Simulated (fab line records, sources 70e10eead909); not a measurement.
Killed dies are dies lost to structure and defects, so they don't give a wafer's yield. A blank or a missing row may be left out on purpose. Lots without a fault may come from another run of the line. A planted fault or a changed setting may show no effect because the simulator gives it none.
Chamber matching | flow nand_harc | NHARC_A_CONTACT_DEP_24 on pecvd-03: 3 sister chambers
The step deposits SiO2, target thk 500 nm. 3 wafers are shown with their chamber, then 8 later ones without.

WAFERS WITH THEIR CHAMBER
wafer  | chamber | throttle_valve_pct (%)
L088.5 | 0       | 16.3
L089.6 | 2       | 15.6
L091.2 | 1       | 16.5

WAFERS WITHOUT THEIR CHAMBER
wafer  | throttle_valve_pct (%)
L091.5 | 15.6
L091.6 | 16.3
L094.3 | 16.5
L094.5 | 16.2
L094.6 | 16.6
L096.2 | 15.9
L096.5 | 15.7
L096.6 | 16.4

WHICH CHAMBER EACH WENT THROUGH
wafer  | from the rows above     | in truth
L091.5 | 2                       | 2
L091.6 | can't be placed: 0 or 1 | 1
L094.3 | can't be placed: 1 or 0 | 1
L094.5 | can't be placed: 0 or 1 | 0
L094.6 | can't be placed: 1 or 0 | 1
L096.2 | can't be placed: 2 or 0 | 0
L096.5 | 2                       | 2
L096.6 | can't be placed: 0 or 1 | 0
Placed correctly: 2 of 8. Can't be placed from these rows: 6 (the true chamber is among the candidates in 6). Placed wrongly: 0.
How it was worked out, from the rows above alone: a wafer's distance from a chamber is the root of the sum, over the readings, of the square of ((its reading less the chamber's mean) divided by the reading's scatter). The wafer belongs to the nearest chamber; if the next one is less than 2 further off, it can't be placed. A chamber's mean is the mean of its shown wafers. The scatter: with one shown wafer a chamber, the root of the mean of the squares of how far each hidden wafer lies from its nearest shown one.
